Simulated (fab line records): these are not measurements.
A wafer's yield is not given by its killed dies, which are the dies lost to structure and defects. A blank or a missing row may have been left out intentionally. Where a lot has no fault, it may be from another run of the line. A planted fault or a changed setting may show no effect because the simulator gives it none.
fab line records | flow nandHarc
record: lots: 6 | wafers: 18 | lastDay: 34
route steps=1302 shown P_GATE@163 END@1302
lots that met no fault: from a run of the same line without faults
startH: the number of hours between the record's first day and the start of the first shown wafer of the lot | waitH: how many hours have passed since the lot's step before this one | " repeats the value in the row above | L1.1+2: several wafers, shown together as one row | - no value, or no start given | * or withheld: withheld | < > ~ a bound
route shown NAME@n: names a module that has steps shown in the file, with the first one's number in the route | usual: mean/standard deviation taken from wafers without a fault | same: alike in all rows | chamber/n: place in a boat | sites: readings site by site | _std_site: standard deviation across them | _edge_site: outer sites' mean less inner sites' | radiusMm: for every site, how far away it sits from the centre of the wafer | mask NAME#n: copy n | behind: the most recent tool/chamber to have shaped the wafer | hold: why the lot went on hold/how many hours it stayed there/how the hold came to an end | device: transistor that didn't switch, given as n, p or np | end of line: the route-end tests of the same wafers | step lacking rows: just its recipe | killed: at the first sort, the dies lost to defects and structure; wafer yield is something else | map: dies across one wafer; x = killed, . = not, _ = none there
set.NAME: the setting as run; set.NAME@STEP: as run at that earlier step | model.NAME: the simulator's own value behind a step, which no gauge read
lots at some steps of the route; a table a step, a row a wafer
services: from which hour (startH, from the record's first day; less than 0 if before it) a tool's chamber was out of use, for how many hours, and why
== steps ==
step: NHARC_P_GATE_HMDS_39
recipe: timeS: 30
step: NHARC_P_GATE_COAT_40
recipe: spinRpm: 3000
step: NHARC_P_GATE_SOFTBAKE_41
recipe: tempC: 122 | timeS: 95
step: NHARC_P_GATE_EBR_42
step: NHARC_P_GATE_EXPOSE_43
recipe: na: 0.6 | targetCdNm: 720 | doseMj: 14.81 | maskId: P_NSD
step: NHARC_P_GATE_PEB_44
recipe: pebTempC: 118 | pebTimeS: 85
step: NHARC_P_GATE_DEVELOP_45
recipe: timeS: 70
step: NHARC_P_GATE_CD_MEAS_46
recipe: targetCdNm: 720 | landingEnergyEv: 500
usual: cdNm: 719.8/1.9
lot.wafer | tool     | chamber | startH | waitH | cdNm
L499.3    | cdSem-02 | 0       | 104.73 | -     | 717.3
L499.4    | "        | 0       | "      | "     | 719.0
L499.5    | "        | 0       | "      | "     | 719.0
L501.3    | cdSem-03 | 0       | 125.21 | -     | 717.4
L501.4    | "        | 0       | "      | "     | 719.3
L501.5    | "        | 0       | "      | "     | 721.5
L503.2    | cdSem-02 | 0       | 146.35 | -     | 724.0
L503.4    | "        | 0       | "      | "     | 724.9
L503.5    | "        | 0       | "      | "     | 719.6
L514.1    | cdSem-03 | 0       | 256.00 | -     | 721.0
L514.2    | "        | 0       | "      | "     | 719.9
L514.6    | "        | 0       | "      | "     | 720.1
L515.1    | cdSem-03 | 0       | 267.37 | -     | 716.9
L515.4    | "        | 0       | "      | "     | 720.8
L515.6    | "        | 0       | "      | "     | 722.1
L522.1    | cdSem-01 | 0       | 338.14 | -     | 721.9
L522.5    | "        | 0       | "      | "     | 720.8
L522.6    | "        | 0       | "      | "     | 719.4
step: NHARC_P_GATE_HARDBAKE_47
recipe: tempC: 125 | timeS: 80
step: NHARC_P_GATE_DESCUM_48
recipe: timeS: 3 | o2FlowSccm: 200 | arFlowSccm: 0 | biasPowerW: 0 | chemistry: O2
usual: drypumpMotorCurrentA: 5.8/0.4 | mfcArSccm: 0.014/0.013 | oesProductAu: 0.999/0.0091 | rfVppV: 57.8/1 | showerheadPlenumPTorr: 1.94/0.076 | throttleValvePct: 11.311/0.0086
lot.wafer | tool       | chamber | startH | waitH | drypumpMotorCurrentA | mfcArSccm | oesProductAu | rfHoursCounterH | rfVppV | showerheadPlenumPTorr | throttleValvePct
L499.4    | rieDiel-04 | 2       | 104.89 | -     | 5.4                  | 0.014     | 0.994        | 4.9             | 58.2   | 1.89                  | 11.309
L499.3    | "          | 1       | "      | "     | 5.8                  | 0.020     | 1.005        | 4.6             | 60.8   | 2.02                  | 11.313
L499.5    | "          | 3       | "      | "     | 6.1                  | 0         | 1.019        | -               | 57.4   | 1.98                  | 11.325
L501.3    | rieDiel-04 | 0       | 125.39 | -     | 6.2                  | 0.007     | 1.001        | 4.2             | 56.5   | 1.93                  | 11.304
L501.4    | "          | 1       | "      | "     | 5.8                  | 0.020     | 1.009        | 5.6             | 59.1   | 2.02                  | 11.318
L501.5    | "          | 2       | "      | "     | 5.4                  | 0.014     | 0.995        | -               | 56.6   | 1.89                  | 11.305
L503.4    | rieDiel-04 | 0       | 146.52 | -     | 6.2                  | 0.007     | 0.993        | 4.9             | 55.4   | 1.93                  | 11.319
L503.2    | "          | 2       | "      | "     | 5.4                  | 0.014     | 0.990        | 6.7             | 57.6   | 1.89                  | 11.320
L503.5    | "          | 3       | "      | "     | 6.1                  | 0         | 1.007        | -               | 55.1   | 1.98                  | 11.309
L514.2    | rieDiel-10 | 0       | 256.16 | -     | 5.5                  | 0.031     | 0.994        | 0.0             | 59.2   | 1.91                  | 11.303
L514.1    | "          | 1       | "      | "     | 5.4                  | 0         | 1.013        | 0.0             | 60.1   | 2.05                  | 11.310
L514.6    | "          | 1       | "      | "     | 5.4                  | 0         | 1.001        | -               | 58.8   | 2.05                  | 11.326
L515.1    | rieDiel-04 | 0       | 267.55 | -     | 6.2                  | 0.007     | 1.009        | 4.4             | 57.7   | 1.93                  | 11.315
L515.4    | "          | 1       | "      | "     | 5.9                  | 0.020     | 0.981        | 5.2             | 59.2   | 2.02                  | 11.313
L515.6    | "          | 1       | "      | "     | 5.9                  | 0.020     | 1.000        | -               | 59.3   | 2.02                  | 11.315
L522.1    | rieDiel-03 | 1       | 338.32 | -     | 5.3                  | 0.035     | 0.985        | 2.4             | 57.4   | 1.84                  | 11.307
L522.5    | "          | 3       | "      | "     | 5.6                  | 0         | 1.006        | -               | 58.2   | 1.92                  | 11.320
L522.6    | "          | 0       | "      | "     | 5.9                  | 0.007     | 1.006        | -               | 57.7   | 2.00                  | 11.312
step: NHARC_P_GATE_IMPLANT_49
recipe: energyKev: 30 | doseCm2: 3e+15 | tiltDeg: 7
step: NHARC_P_GATE_STRIP_111
recipe: powerW: 1500 | tempC: 110 | timeS: 250 | chemistry: N2/H2
usual: drypumpMotorCurrentA: 5.9/0.33 | heaterPowerW: 92/4.8
lot.wafer | tool           | chamber | startH | waitH | drypumpMotorCurrentA | heaterPowerW | rfHoursCounterH
L499.3    | plasmaAsher-01 | 1       | 105.64 | 0.2   | 6.4                  | 95           | -
L499.4    | "              | 0       | "      | "     | 5.7                  | 96           | -
L499.5    | "              | 1       | "      | "     | 6.4                  | 94           | -
L501.4    | plasmaAsher-01 | 1       | 125.84 | 0.2   | 6.4                  | 95           | -
L501.3    | "              | 0       | "      | "     | 5.7                  | 95           | -
L501.5    | "              | 1       | "      | "     | 6.4                  | 94           | -
L503.2    | plasmaAsher-02 | 1       | 146.88 | 0.2   | 5.5                  | 96           | 13
L503.4    | "              | 1       | "      | "     | 5.5                  | 96           | -
L503.5    | "              | 1       | "      | "     | 5.5                  | 95           | -
L514.1    | plasmaAsher-01 | 1       | 256.55 | 0.2   | 6.4                  | 90           | 18
L514.2    | "              | 0       | "      | "     | 5.7                  | 89           | 18
L514.6    | "              | 0       | "      | "     | 5.7                  | 92           | -
L515.1    | plasmaAsher-01 | 0       | 267.97 | 0.2   | 5.7                  | 90           | 21
L515.4    | "              | 0       | "      | "     | 5.7                  | 92           | -
L515.6    | "              | 0       | "      | "     | 5.7                  | 88           | -
L522.1    | plasmaAsher-02 | 0       | 338.74 | 0.3   | 5.8                  | 82           | 18
L522.6    | "              | 1       | "      | "     | 5.5                  | 97           | -
L522.5    | "              | 0       | "      | "     | 5.8                  | 83           | -
step: NHARC_P_GATE_STRIP_75
recipe: powerW: 1500 | tempC: 250 | chemistry: O2
usual: drypumpMotorCurrentA: 5.9/0.33 | heaterPowerW: 342/17
lot.wafer | tool           | chamber | startH | waitH | drypumpMotorCurrentA | heaterPowerW | rfHoursCounterH
L499.3    | plasmaAsher-01 | 1       | 105.87 | 0.2   | 6.4                  | 352          | -
L499.4    | "              | 0       | "      | "     | 5.7                  | 358          | -
L499.5    | "              | 1       | "      | "     | 6.4                  | 357          | -
L501.4    | plasmaAsher-01 | 1       | 126.06 | 0.2   | 6.4                  | 351          | -
L501.3    | "              | 0       | "      | "     | 5.7                  | 353          | -
L501.5    | "              | 1       | "      | "     | 6.4                  | 366          | -
L503.2    | plasmaAsher-02 | 1       | 147.18 | 0.3   | 5.5                  | 355          | 14
L503.4    | "              | 1       | "      | "     | 5.5                  | 354          | -
L503.5    | "              | 1       | "      | "     | 5.5                  | 350          | -
L514.1    | plasmaAsher-01 | 1       | 256.85 | 0.3   | 6.4                  | 351          | 18
L514.2    | "              | 0       | "      | "     | 5.7                  | 346          | 18
L514.6    | "              | 0       | "      | "     | 5.7                  | 340          | -
L515.1    | plasmaAsher-01 | 0       | 268.23 | 0.2   | 5.7                  | 343          | 21
L515.4    | "              | 0       | "      | "     | 5.7                  | 345          | -
L515.6    | "              | 0       | "      | "     | 5.7                  | 342          | -
L522.1    | plasmaAsher-02 | 0       | 339.01 | 0.2   | 5.8                  | 310          | 18
L522.6    | "              | 1       | "      | "     | 5.5                  | 356          | -
L522.5    | "              | 0       | "      | "     | 5.8                  | 321          | -
step: NHARC_P_GATE_STRIP_50
recipe: timeS: 900 | tempC: 130 | chemistry: SPM
step: NHARC_P_GATE_DEHYDRATE_51
recipe: tempC: 150 | timeS: 120
step: NHARC_P_GATE_HMDS_52
recipe: timeS: 30
step: NHARC_P_GATE_COAT_53
recipe: spinRpm: 3000
step: NHARC_P_GATE_SOFTBAKE_54
recipe: tempC: 122 | timeS: 95
step: NHARC_P_GATE_EBR_55
step: NHARC_P_GATE_EXPOSE_56
recipe: na: 0.6 | targetCdNm: 720 | doseMj: 14.81 | maskId: P_PSD
step: NHARC_P_GATE_PEB_57
recipe: pebTempC: 118 | pebTimeS: 85
step: NHARC_P_GATE_DEVELOP_58
recipe: timeS: 70
step: NHARC_P_GATE_CD_MEAS_59
recipe: targetCdNm: 720 | landingEnergyEv: 500
usual: cdNm: 721.1/2.1
lot.wafer | tool     | chamber | startH | waitH | cdNm
L499.3    | cdSem-02 | 0       | 106.78 | -     | 718.8
L499.4    | "        | 0       | "      | "     | 722.2
L499.5    | "        | 0       | "      | "     | 723.6
L501.3    | cdSem-03 | 0       | 126.97 | -     | 717.1
L501.4    | "        | 0       | "      | "     | 719.8
L501.5    | "        | 0       | "      | "     | 719.7
L503.2    | cdSem-03 | 0       | 148.12 | -     | 718.3
L503.4    | "        | 0       | "      | "     | 721.1
L503.5    | "        | 0       | "      | "     | 723.6
L514.1    | cdSem-03 | 0       | 257.77 | -     | 719.3
L514.2    | "        | 0       | "      | "     | 722.2
L514.6    | "        | 0       | "      | "     | 719.4
L515.1    | cdSem-03 | 0       | 269.15 | -     | 718.4
L515.4    | "        | 0       | "      | "     | 722.9
L515.6    | "        | 0       | "      | "     | 720.3
L522.1    | cdSem-03 | 0       | 339.92 | -     | 719.4
L522.5    | "        | 0       | "      | "     | 716.7
L522.6    | "        | 0       | "      | "     | 717.6
step: NHARC_P_GATE_HARDBAKE_60
recipe: tempC: 125 | timeS: 80
step: NHARC_P_GATE_DESCUM_61
recipe: timeS: 3 | o2FlowSccm: 200 | arFlowSccm: 0 | biasPowerW: 0 | chemistry: O2
step: NHARC_P_GATE_IMPLANT_62
recipe: energyKev: 20 | doseCm2: 3e+15 | tiltDeg: 7
step: NHARC_P_GATE_STRIP_112
recipe: powerW: 1500 | tempC: 110 | timeS: 200 | chemistry: N2/H2
usual: drypumpMotorCurrentA: 5.9/0.33 | heaterPowerW: 91/4.6
lot.wafer | tool           | chamber | startH | waitH | drypumpMotorCurrentA | heaterPowerW | rfHoursCounterH
L499.3    | plasmaAsher-01 | 1       | 107.45 | 0.2   | 6.4                  | 95           | -
L499.4    | "              | 0       | "      | "     | 5.8                  | 95           | -
L499.5    | "              | 1       | "      | "     | 6.4                  | 95           | -
L501.3    | plasmaAsher-01 | 0       | 127.58 | 0.2   | 5.7                  | 91           | -
L501.4    | "              | 1       | "      | "     | 6.4                  | 93           | -
L501.5    | "              | 0       | "      | "     | 5.7                  | 93           | -
L503.2    | plasmaAsher-01 | 0       | 148.64 | 0.2   | 5.7                  | 94           | 31
L503.4    | "              | 1       | "      | "     | 6.4                  | 97           | -
L503.5    | "              | 1       | "      | "     | 6.4                  | 96           | -
L514.1    | plasmaAsher-02 | 1       | 258.30 | 0.2   | 5.5                  | 98           | 0
L514.2    | "              | 0       | "      | "     | 5.8                  | 84           | 0
L514.6    | "              | 1       | "      | "     | 5.5                  | 98           | -
L515.1    | plasmaAsher-02 | 0       | 269.90 | 0.4   | 5.8                  | 83           | 3
L515.4    | "              | 0       | "      | "     | 5.8                  | 83           | -
L515.6    | "              | 0       | "      | "     | 5.8                  | 80           | -
L522.1    | plasmaAsher-01 | 0       | 340.45 | 0.2   | 5.7                  | 90           | 34
L522.5    | "              | 0       | "      | "     | 5.7                  | 91           | -
L522.6    | "              | 1       | "      | "     | 6.4                  | 89           | -
step: NHARC_P_GATE_STRIP_76
recipe: powerW: 1500 | tempC: 250 | chemistry: O2
usual: drypumpMotorCurrentA: 5.9/0.33 | heaterPowerW: 343/18
lot.wafer | tool           | chamber | startH | waitH | drypumpMotorCurrentA | heaterPowerW | rfHoursCounterH
L499.3    | plasmaAsher-01 | 1       | 107.64 | 0.2   | 6.4                  | 356          | -
L499.4    | "              | 0       | "      | "     | 5.7                  | 362          | -
L499.5    | "              | 1       | "      | "     | 6.4                  | 356          | -
L501.3    | plasmaAsher-01 | 0       | 127.77 | 0.2   | 5.7                  | 355          | -
L501.4    | "              | 1       | "      | "     | 6.4                  | 354          | -
L501.5    | "              | 0       | "      | "     | 5.7                  | 360          | -
L503.2    | plasmaAsher-01 | 0       | 148.90 | 0.2   | 5.7                  | 356          | 31
L503.4    | "              | 1       | "      | "     | 6.4                  | 348          | -
L503.5    | "              | 1       | "      | "     | 6.4                  | 352          | -
L514.1    | plasmaAsher-02 | 1       | 258.56 | 0.2   | 5.5                  | 368          | 0
L514.2    | "              | 0       | "      | "     | 5.8                  | 307          | 0
L514.6    | "              | 1       | "      | "     | 5.5                  | 366          | -
L515.1    | plasmaAsher-02 | 0       | 270.16 | 0.2   | 5.8                  | 311          | 3
L515.4    | "              | 0       | "      | "     | 5.8                  | 305          | -
L515.6    | "              | 0       | "      | "     | 5.8                  | 310          | -
L522.1    | plasmaAsher-01 | 0       | 340.71 | 0.2   | 5.7                  | 349          | 34
L522.5    | "              | 0       | "      | "     | 5.7                  | 340          | -
L522.6    | "              | 1       | "      | "     | 6.4                  | 345          | -
step: NHARC_P_GATE_STRIP_63
recipe: timeS: 900 | tempC: 130 | chemistry: SPM
step: NHARC_P_GATE_DEHYDRATE_83
recipe: tempC: 150 | timeS: 120
step: NHARC_P_GATE_HMDS_84
recipe: timeS: 30
step: NHARC_P_GATE_COAT_85
recipe: spinRpm: 3000
step: NHARC_P_GATE_SOFTBAKE_86
recipe: tempC: 122 | timeS: 95
step: NHARC_P_GATE_EBR_87
step: NHARC_P_GATE_EXPOSE_88
recipe: na: 0.6 | targetCdNm: 2000 | doseMj: 11.87 | maskId: P_HVN
step: NHARC_P_GATE_PEB_89
recipe: pebTempC: 118 | pebTimeS: 85
step: NHARC_P_GATE_DEVELOP_90
recipe: timeS: 70
step: NHARC_P_GATE_CD_MEAS_91
recipe: targetCdNm: 2000 | landingEnergyEv: 500
usual: cdNm: 1999.6/1.9
lot.wafer | tool     | chamber | startH | waitH | cdNm
L499.3    | cdSem-02 | 0       | 108.54 | -     | 1998.4
L499.4    | "        | 0       | "      | "     | 1998.2
L499.5    | "        | 0       | "      | "     | 1997.1
L501.3    | cdSem-02 | 0       | 128.80 | -     | 1996.5
L501.4    | "        | 0       | "      | "     | 1997.8
L501.5    | "        | 0       | "      | "     | 1998.8
L503.2    | cdSem-03 | 0       | 149.83 | -     | 2004.5
L503.4    | "        | 0       | "      | "     | 2002.2
L503.5    | "        | 0       | "      | "     | 1998.2
L514.1    | cdSem-02 | 0       | 259.36 | -     | 2003.4
L514.2    | "        | 0       | "      | "     | 2003.9
L514.6    | "        | 0       | "      | "     | 1998.7
L515.1    | cdSem-02 | 0       | 271.08 | -     | 2001.3
L515.4    | "        | 0       | "      | "     | 1998.8
L515.6    | "        | 0       | "      | "     | 2000.6
L522.1    | cdSem-03 | 0       | 341.51 | -     | 2002.5
L522.5    | "        | 0       | "      | "     | 1997.8
L522.6    | "        | 0       | "      | "     | 1998.7
step: NHARC_P_GATE_HARDBAKE_92
recipe: tempC: 125 | timeS: 80
step: NHARC_P_GATE_DESCUM_93
recipe: timeS: 3 | o2FlowSccm: 200 | arFlowSccm: 0 | biasPowerW: 0 | chemistry: O2
usual: drypumpMotorCurrentA: 5.8/0.35 | mfcArSccm: 0.014/0.012 | oesProductAu: 1.001/0.0094 | rfVppV: 57.9/0.93 | showerheadPlenumPTorr: 1.95/0.074 | throttleValvePct: 11.313/0.009
lot.wafer | tool       | chamber | startH | waitH | drypumpMotorCurrentA | mfcArSccm | oesProductAu | rfHoursCounterH | rfVppV | showerheadPlenumPTorr | throttleValvePct
L499.3    | rieDiel-04 | 1       | 108.70 | -     | 5.9                  | 0.020     | 1.008        | 4.7             | 57.6   | 2.02                  | 11.309
L499.4    | "          | 1       | "      | "     | 5.8                  | 0.020     | 0.991        | -               | 58.4   | 2.02                  | 11.324
L499.5    | "          | 2       | "      | "     | 5.3                  | 0.014     | 0.992        | -               | 58.9   | 1.89                  | 11.312
L501.3    | rieDiel-03 | 2       | 128.99 | -     | 5.9                  | 0.033     | 1.002        | 0.8             | 57.1   | 1.79                  | 11.294
L501.4    | "          | 1       | "      | "     | 5.3                  | 0.035     | 0.998        | -               | 57.2   | 1.84                  | 11.318
L501.5    | "          | 2       | "      | "     | 5.9                  | 0.033     | 1.018        | -               | 57.2   | 1.79                  | 11.309
L503.4    | rieDiel-04 | 2       | 150.01 | -     | 5.4                  | 0.014     | 0.989        | 6.8             | 59.1   | 1.89                  | 11.319
L503.2    | "          | 3       | "      | "     | 6.1                  | 0         | 1.005        | 6.3             | 58.1   | 1.98                  | 11.297
L503.5    | "          | 0       | "      | "     | 6.2                  | 0.007     | 0.986        | -               | 55.7   | 1.93                  | 11.290
L514.2    | rieDiel-10 | 3       | 259.55 | -     | 6.6                  | 0.022     | 0.992        | 0.1             | 57.2   | 1.91                  | 11.322
L514.1    | "          | 0       | "      | "     | 5.5                  | 0.031     | 1.002        | 0.1             | 57.0   | 1.91                  | 11.306
L514.6    | "          | 2       | "      | "     | 5.8                  | 0         | 1.002        | -               | 58.2   | 2.03                  | 11.322
L515.1    | rieDiel-04 | 0       | 271.24 | -     | 6.2                  | 0.007     | 1.011        | 4.5             | 58.3   | 1.93                  | 11.308
L515.4    | "          | 1       | "      | "     | 5.8                  | 0.020     | 0.997        | 5.3             | 58.0   | 2.02                  | 11.308
L515.6    | "          | 0       | "      | "     | 6.2                  | 0.007     | 1.020        | -               | 58.0   | 1.93                  | 11.325
L522.1    | rieDiel-03 | 1       | 341.69 | -     | 5.3                  | 0.035     | 0.988        | 2.4             | 58.0   | 1.84                  | 11.315
L522.6    | "          | 0       | "      | "     | 5.9                  | 0.007     | 0.998        | -               | 58.4   | 2.00                  | 11.320
L522.5    | "          | 1       | "      | "     | 5.3                  | 0.035     | 0.991        | -               | 57.0   | 1.84                  | 11.312
step: NHARC_P_GATE_IMPLANT_94
recipe: energyKev: 60 | doseCm2: 2e+15 | tiltDeg: 7
step: NHARC_P_GATE_STRIP_113
recipe: powerW: 1500 | tempC: 110 | timeS: 740 | chemistry: N2/H2
step: NHARC_P_GATE_INSPECT_68
usual: rawDefectCount: 201/76
lot.wafer | tool             | chamber | startH | waitH | rawDefectCount
L499.3    | defectInspect-01 | -       | 111.68 | 0.1   | 239
L499.4    | "                | -       | "      | "     | 172
L499.5    | "                | -       | "      | "     | 187
L501.3    | defectInspect-02 | -       | 132.07 | 0.1   | 108
L501.4    | "                | -       | "      | "     | 162
L501.5    | "                | -       | "      | "     | 140
L503.2    | defectInspect-02 | -       | 152.92 | 0.1   | 109
L503.4    | "                | -       | "      | "     | 114
L503.5    | "                | -       | "      | "     | 176
L514.1    | defectInspect-01 | -       | 262.45 | 0.2   | 474
L514.2    | "                | -       | "      | "     | 509
L514.6    | "                | -       | "      | "     | 500
L515.1    | defectInspect-02 | -       | 274.17 | 0.2   | 505
L515.4    | "                | -       | "      | "     | 501
L515.6    | "                | -       | "      | "     | 483
L522.1    | defectInspect-01 | -       | 344.60 | 0.2   | 382
L522.5    | "                | -       | "      | "     | 365
L522.6    | "                | -       | "      | "     | 375
step: NHARC_END_SORT_01
recipe: tempC: 25
usual: killedAtArray: 53/21 | killedAtOther: 1.1/1.5 | killedAtPeriphery: 3.9/2.7 | killedDies: 58/21 | killedOpen: 3.4/1.9 | killedShort: 2.3/1.5
same: grossDies: 677
lot.wafer | tool      | chamber | startH | waitH | killedAtArray | killedAtOther | killedAtPeriphery | killedDies | killedOpen | killedShort
L503.2    | prober-01 | 0       | 594.78 | 2.8   | 71            | 4             | 1                 | 76         | 3          | 3
L503.4    | prober-01 | 0       | 596.34 | 3.3   | 74            | 0             | 1                 | 75         | 3          | 2
L503.5    | prober-01 | 0       | 597.12 | 3.6   | 66            | 2             | 3                 | 71         | 6          | 5
L515.1    | prober-01 | 0       | 701.01 | 2.5   | 80            | 0             | 72                | 152        | 1          | 3
L515.4    | prober-01 | 0       | 703.39 | 3.4   | 69            | 0             | 80                | 149        | 7          | 1
L515.6    | prober-01 | 0       | 704.98 | 4.0   | 73            | 0             | 75                | 148        | 3          | 2
L514.1    | prober-01 | 0       | 710.19 | 2.5   | 45            | 0             | 36                | 81         | 4          | 2
L514.2    | prober-01 | 0       | 710.99 | 2.8   | 43            | 0             | 81                | 124        | 4          | 2
L514.6    | prober-01 | 0       | 714.19 | 4.0   | 44            | 0             | 80                | 124        | 2          | 3
killed by level:class
L503.2 A_CHANNEL_HOLE_D1:chamberFilmFlake=31 A_SLIT:chamberFilmFlake=23 A_CHANNEL_HOLE_D2:chamberFilmFlake=4 THIN_TSV:chamberFilmFlake=4 A_CONTACT:chamberFilmFlake=4 A_STAIRCASE:chamberFilmFlake=2 P_M0:geometricParticle:open=1 A_SOURCE_PLATE:geometricParticle:short=1
L503.4 A_SLIT:chamberFilmFlake=31 A_CHANNEL_HOLE_D1:chamberFilmFlake=24 A_CHANNEL_HOLE_D2:chamberFilmFlake=8 A_STAIRCASE:chamberFilmFlake=4 A_CHANNEL_FILL_D1:geometricParticle:open=2 A_CHANNEL_HOLE_D2:geometricParticle:short=1 A_SGD_CUT:geometricParticle:short=1 A_WL_FILL:geometricParticle:open=1
L503.5 A_SLIT:chamberFilmFlake=26 A_CHANNEL_HOLE_D1:chamberFilmFlake=19 A_CHANNEL_HOLE_D2:chamberFilmFlake=8 A_CHANNEL_FILL_D2:geometricParticle:short=2 A_M1:geometricParticle:open=2 A_STAIRCASE:chamberFilmFlake=2 P_GATE:geometricParticle:open=1 P_M0:geometricParticle:short=1
L515.1 P_GATE:unspecified=69 A_SLIT:chamberFilmFlake=27 A_CHANNEL_HOLE_D2:chamberFilmFlake=24 A_CHANNEL_HOLE_D1:chamberFilmFlake=11 A_CONTACT:chamberFilmFlake=8 A_CHANNEL_FILL_D1:chamberFilmFlake=3 A_SGD_CUT:chamberFilmFlake=2 P_M1:geometricParticle:open=1
L515.4 P_GATE:unspecified=77 A_SLIT:chamberFilmFlake=25 A_CHANNEL_HOLE_D2:chamberFilmFlake=14 A_CHANNEL_HOLE_D1:chamberFilmFlake=10 A_CONTACT:chamberFilmFlake=7 A_SGD_CUT:chamberFilmFlake=3 P_M0:geometricParticle:open=2 A_CHANNEL_FILL_D1:chamberFilmFlake=2
L515.6 P_GATE:unspecified=74 A_SLIT:chamberFilmFlake=26 A_CHANNEL_HOLE_D2:chamberFilmFlake=19 A_CHANNEL_HOLE_D1:chamberFilmFlake=10 A_CONTACT:chamberFilmFlake=8 A_SGD_CUT:chamberFilmFlake=3 A_SOURCE_PLATE:geometricParticle:short=1 A_CHANNEL_FILL_D1:geometricParticle:open=1
L514.1 P_GATE:unspecified=34 A_CHANNEL_HOLE_D1:chamberFilmFlake=28 A_BONDPAD:chamberFilmFlake=5 A_SLIT:chamberFilmFlake=3 P_GATE:chamberFilmFlake=2 A_WL_FILL:chamberFilmFlake=2 A_ONON_D1:geometricParticle:open=1 A_CHANNEL_HOLE_D2:geometricParticle:open=1
L514.2 P_GATE:unspecified=73 A_CHANNEL_HOLE_D1:chamberFilmFlake=31 A_STAIRCASE:chamberFilmFlake=4 A_SLIT:chamberFilmFlake=4 P_GATE:chamberFilmFlake=3 P_GATE:geometricParticle:open=2 P_M0:chamberFilmFlake=2 P_M1:geometricParticle:open=1
L514.6 P_GATE:unspecified=79 A_CHANNEL_HOLE_D1:chamberFilmFlake=30 A_BONDPAD:chamberFilmFlake=3 A_STAIRCASE:chamberFilmFlake=2 A_SLIT:chamberFilmFlake=2 A_ONON_D1:geometricParticle:short=1 A_ONON_D1:geometricParticle:open=1 A_CHANNEL_HOLE_D2:geometricParticle:open=1
map L514.2 (x killed, . not)
____________.____________
_________.x.xx.._________
_______...xxx.x..._______
______...xxxxxx....______
_____...xxxxxxxx...._____
____....xxxxxxxx.....____
____....xxxxxxxxx....____
___......xxxxxx.......___
___.....xxxxxxxx.x....___
__.......xxxxxxx.......__
__........xxxxxxx....x.__
_........xxx.xxx..x....._
_...........xx.xxx......_
_............xxx........_
_............xxxxx......_
_.....x..x....xxxx......_
..............xxxx.......
..........x....xxxxxx....
.x............x..........
..x.......x...xxx........
..................x......
_......................._
_.x....................._
_......................._
_x..........x.......xx.._
_..xx...............x..._
__.x...................__
__.....................__
___...................___
___........x..........___
____.................____
____.................____
_____.....x........._____
______.............______
_______..........._______
_________......._________
____________.____________
map L515.1 (x killed, . not)
____________x____________
_________xxxx..x_________
_______....xxxx..._______
______....xxxxx.x..______
_____...xxxxxxx.x..._____
____....x.xxxxxxx....____
____....xxxxxxx......____
___....xxxxxxxxx......___
___..xxxxxxxxxxx...x..___
__x...xxxxxxxxx..x.....__
__x.x..xxxxxxxx..x..x..__
_..x.xxxxx.xxx.xx..x.x.._
_.x.xxxxxx.x.x..x..x...._
_...xxxxxx......xxxxx..._
_....xxxx...xx..x..x...._
_..xxx.x.x.....xx.xx...._
......x.x.......xxx......
...................x.....
...............x.xx..x...
.........................
................x........
_..x..........x........._
_......................._
_......................._
_....................x.x_
_......................._
__........x............__
__..........x..........__
___...................___
___...................___
____.................____
____.................____
_____..............._____
______.............______
_______..........._______
_________......._________
____________.____________
== services ==
tool           | chamber | startH | hours | kind
rieDiel-03     | -       | 104.30 | 9.0   | pm
rieDiel-04     | 0       | 105.74 | 10.1  | repair
rieDiel-10     | -       | 109.07 | 2.5   | repair
rieDiel-03     | 0       | 127.64 | 4.9   | repair
plasmaAsher-01 | -       | 141.74 | 4.0   | repair
plasmaAsher-02 | -       | 154.36 | 0.3   | repair
rieDiel-10     | 0       | 161.55 | 5.6   | repair
plasmaAsher-01 | -       | 165.25 | 9.0   | pm
rieDiel-04     | 0       | 169.39 | 7.0   | repair
rieDiel-04     | -       | 177.90 | 9.0   | pm
rieDiel-03     | 2       | 191.92 | 6.5   | repair
rieDiel-03     | 3       | 209.51 | 4.1   | repair
rieDiel-10     | 3       | 226.91 | 15.0  | repair
rieDiel-10     | -       | 242.50 | 9.0   | pm
plasmaAsher-02 | -       | 249.13 | 9.0   | pm
rieDiel-04     | 3       | 251.51 | 8.4   | repair
rieDiel-04     | 2       | 253.20 | 9.4   | repair
rieDiel-10     | 3       | 261.20 | 6.9   | repair
plasmaAsher-01 | -       | 268.40 | 13.1  | repair
rieDiel-10     | 1       | 274.67 | 2.5   | repair
rieDiel-03     | -       | 281.30 | 9.0   | pm
rieDiel-04     | 1       | 283.20 | 7.5   | repair
rieDiel-04     | 0       | 290.93 | 11.1  | repair
rieDiel-03     | 3       | 331.06 | 2.2   | repair
== key ==
firstSign: step: NHARC_P_GATE_INSPECT_68 | reading: rawDefectCount | direction: up | sigmas: 3.9 | usual: 201 | struck: 495
effect: step: NHARC_END_SORT_01 | reading: killedAtPeriphery | direction: up | sigmas: 24 | usual: 3.9 | struck: 70.7
moreKillsBornAt: NHARC_P_GATE_STRIP_75@plasmaAsher-01: 406
metAt NHARC_P_GATE_STRIP_75
struckWafers L514.1,L514.2,L514.6,L515.1,L515.4,L515.6
testerLeftOut L514,L515
onsetBetween 126.06 256.85
alsoFits NHARC_P_GATE_STRIP_111:plasmaAsher-01,NHARC_P_GATE_STRIP_112:plasmaAsher-02,NHARC_P_GATE_STRIP_76:plasmaAsher-02
fault: kind: chamberParticleSource | tool: plasmaAsher-01 | chamber: - | onsetH: 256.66 | steps: NHARC_P_GATE_STRIP_75 | ratePerVisitCm2: 0.58221 | endH: 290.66
testerLeftOut: of these lots the tester's yield and bins aren't shown, on N5 and GAA mostly nor the transistor test; their killed dies are dies lost to structure and defects alone, not to doping, threshold or leakage, so they don't give the yield
